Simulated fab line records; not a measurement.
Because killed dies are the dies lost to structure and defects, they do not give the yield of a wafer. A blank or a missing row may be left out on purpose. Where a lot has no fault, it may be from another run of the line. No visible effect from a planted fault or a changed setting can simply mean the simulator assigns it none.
Which tool did it? || flow nandHarc || 10 lots with 30 wafers sampled at 5 steps, on a route of 1302 steps

== WHAT THE GAUGES SHOWED, per wafer ==
NHARC_A_ZERO_WELL_INSPECT_17.
{"lot": "L178", "measured": "day 8 22:55", "on": "defectInspect-01", "rawDefectCount": "3 8 3"}
{"lot": "L179", "measured": "day 9 19:16", "on": "defectInspect-02", "rawDefectCount": "19 20 9"}
{"lot": "L181", "measured": "day 10 04:39", "on": "defectInspect-02", "rawDefectCount": "11 7 8"}
{"lot": "L182", "measured": "day 10 15:48", "on": "defectInspect-02", "rawDefectCount": "4 15 12"}
{"lot": "L185", "measured": "day 11 15:07", "on": "defectInspect-02", "rawDefectCount": "19 13 21"}
{"lot": "L191", "measured": "day 14 08:09", "on": "defectInspect-02", "rawDefectCount": "362 317 330"}
{"lot": "L193", "measured": "day 15 12:21", "on": "defectInspect-01", "rawDefectCount": "295 272 300"}
{"lot": "L194", "measured": "day 15 14:07", "on": "defectInspect-02", "rawDefectCount": "11 5 4"}
{"lot": "L195", "measured": "day 16 04:31", "on": "defectInspect-02", "rawDefectCount": "26 17 19"}
{"lot": "L196", "measured": "day 16 13:41", "on": "defectInspect-01", "rawDefectCount": "22 7 12"}

== EACH LOT AND THE TOOL THAT RAN IT (in order: tool; ch and the chambers of the sampled wafers; start) ==
{"lot": "L178", "NHARC_P_BONDPAD_ACTIVATE_29": "rieDiel-05 ch 0,3, day 8 20:16", "NHARC_A_ZERO_WELL_ETCH_19": "rieDiel-06 ch 1,2, day 8 21:40", "NHARC_A_ZERO_WELL_ETCH_13": "rieSi-06 ch 0,3, day 8 21:47", "NHARC_A_ZERO_WELL_RTA_16": "rtpAnneal-01 ch 0, day 8 22:45"}
{"lot": "L179", "NHARC_P_BONDPAD_ACTIVATE_29": "rieDiel-03 ch 0,1, day 9 16:37", "NHARC_A_ZERO_WELL_ETCH_19": "rieDiel-12 ch 1,3, day 9 17:58", "NHARC_A_ZERO_WELL_ETCH_13": "rieSi-05 ch 0,1, day 9 18:05", "NHARC_A_ZERO_WELL_RTA_16": "rtpAnneal-01 ch 0, day 9 19:04"}
{"lot": "L181", "NHARC_P_BONDPAD_ACTIVATE_29": "rieDiel-03 ch 1,3, day 10 01:56", "NHARC_A_ZERO_WELL_ETCH_19": "rieDiel-12 ch 0,2,3, day 10 03:26", "NHARC_A_ZERO_WELL_ETCH_13": "rieSi-06 ch 0,1,2, day 10 03:33", "NHARC_A_ZERO_WELL_RTA_16": "rtpAnneal-02 ch 0, day 10 04:29"}
{"lot": "L182", "NHARC_P_BONDPAD_ACTIVATE_29": "rieDiel-05 ch 0,1,3, day 10 13:06", "NHARC_A_ZERO_WELL_ETCH_19": "rieDiel-06 ch 0,3, day 10 14:35", "NHARC_A_ZERO_WELL_ETCH_13": "rieSi-01 ch 1,2,3, day 10 14:43", "NHARC_A_ZERO_WELL_RTA_16": "rtpAnneal-02 ch 0, day 10 15:38"}
{"lot": "L185", "NHARC_P_BONDPAD_ACTIVATE_29": "rieDiel-05 ch 0,3, day 11 12:20", "NHARC_A_ZERO_WELL_ETCH_19": "rieDiel-06 ch 2,3, day 11 13:53", "NHARC_A_ZERO_WELL_ETCH_13": "rieSi-01 ch 0,1,3, day 11 14:02", "NHARC_A_ZERO_WELL_RTA_16": "rtpAnneal-02 ch 0, day 11 15:00"}
{"lot": "L191", "NHARC_P_BONDPAD_ACTIVATE_29": "rieDiel-02 ch 0,1,3, day 14 05:28", "NHARC_A_ZERO_WELL_ETCH_19": "rieDiel-06 ch 0,2, day 14 06:56", "NHARC_A_ZERO_WELL_ETCH_13": "rieSi-01 ch 0,1,3, day 14 07:04", "NHARC_A_ZERO_WELL_RTA_16": "rtpAnneal-02 ch 0, day 14 08:01"}
{"lot": "L193", "NHARC_P_BONDPAD_ACTIVATE_29": "rieDiel-03 ch 1,2,3, day 15 09:46", "NHARC_A_ZERO_WELL_ETCH_19": "rieDiel-06 ch 0,1,2, day 15 11:07", "NHARC_A_ZERO_WELL_ETCH_13": "rieSi-01 ch 0,2,3, day 15 11:15", "NHARC_A_ZERO_WELL_RTA_16": "rtpAnneal-01 ch 0, day 15 12:09"}
{"lot": "L194", "NHARC_P_BONDPAD_ACTIVATE_29": "rieDiel-05 ch 1,3, day 15 11:22", "NHARC_A_ZERO_WELL_ETCH_19": "rieDiel-06 ch 0,1, day 15 12:52", "NHARC_A_ZERO_WELL_ETCH_13": "rieSi-06 ch 1,2, day 15 12:58", "NHARC_A_ZERO_WELL_RTA_16": "rtpAnneal-01 ch 0, day 15 13:55"}
{"lot": "L195", "NHARC_P_BONDPAD_ACTIVATE_29": "rieDiel-05 ch 0,2, day 16 01:53", "NHARC_A_ZERO_WELL_ETCH_19": "rieDiel-06 ch 0,2,3, day 16 03:16", "NHARC_A_ZERO_WELL_ETCH_13": "rieSi-05 ch 1,2, day 16 03:23", "NHARC_A_ZERO_WELL_RTA_16": "rtpAnneal-01 ch 0, day 16 04:20"}
{"lot": "L196", "NHARC_P_BONDPAD_ACTIVATE_29": "rieDiel-05 ch 1,2,3, day 16 10:59", "NHARC_A_ZERO_WELL_ETCH_19": "rieDiel-06 ch 1,2,3, day 16 12:28", "NHARC_A_ZERO_WELL_ETCH_13": "rieSi-05 ch 1,3, day 16 12:36", "NHARC_A_ZERO_WELL_RTA_16": "rtpAnneal-02 ch 0, day 16 13:31"}
- NHARC_P_BONDPAD_ACTIVATE_29: chemistry N2, time 60 s.
- NHARC_A_ZERO_WELL_ETCH_19: etches the open film in N2/H2, target depth 80 nm, overetch 24 nm, time 87.88 s.
- NHARC_A_ZERO_WELL_ETCH_13: etches the open film in HBr/Cl2, target depth 120 nm, time 40.1 s.
- NHARC_A_ZERO_WELL_RTA_16: time 10 s.

== THE ANSWER, worked out from the rows above alone ==
Rule: the lots themselves supply what counts as usual. The widest of any qualifying gaps counts: lots, ordered by their means at a reading, are off when they make up no more than a third of the lots, leave a main group of 4 or more, and stand apart from it by 3 or more times the standard deviation of that group's means. A main group is skipped when, at the precision printed for the reading in the tables above, its means are all equal. A lot without any number at a reading at which 4 lots or more have one is off too. Where the step has rows for the other lots, those lots are counted as sound.
Off, at NHARC_A_ZERO_WELL_INSPECT_17 on rawDefectCount: L191, L193. The main group: mean 12, standard deviation 5.3.
If a tool, at a process step before that reading, ran all the lots that are off and no sound lot after the first of them, it fits. Gauges at NHARC_A_ZERO_WELL_INSPECT_17: tried the same way as those tools. One fits: rieSi-01 at NHARC_A_ZERO_WELL_ETCH_13. A fault onset in the window from L185 (day 11 14:02, its last sound lot) to L191 (day 14 07:04, its first lot off) fits.

== WHAT HAD BEEN PUT IN BY THE SIMULATOR ==
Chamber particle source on rieSi-01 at NHARC_A_ZERO_WELL_ETCH_13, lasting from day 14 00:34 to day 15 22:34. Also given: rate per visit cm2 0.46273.
Struck lots among those shown: L191, L193. The same result came from the rule above.
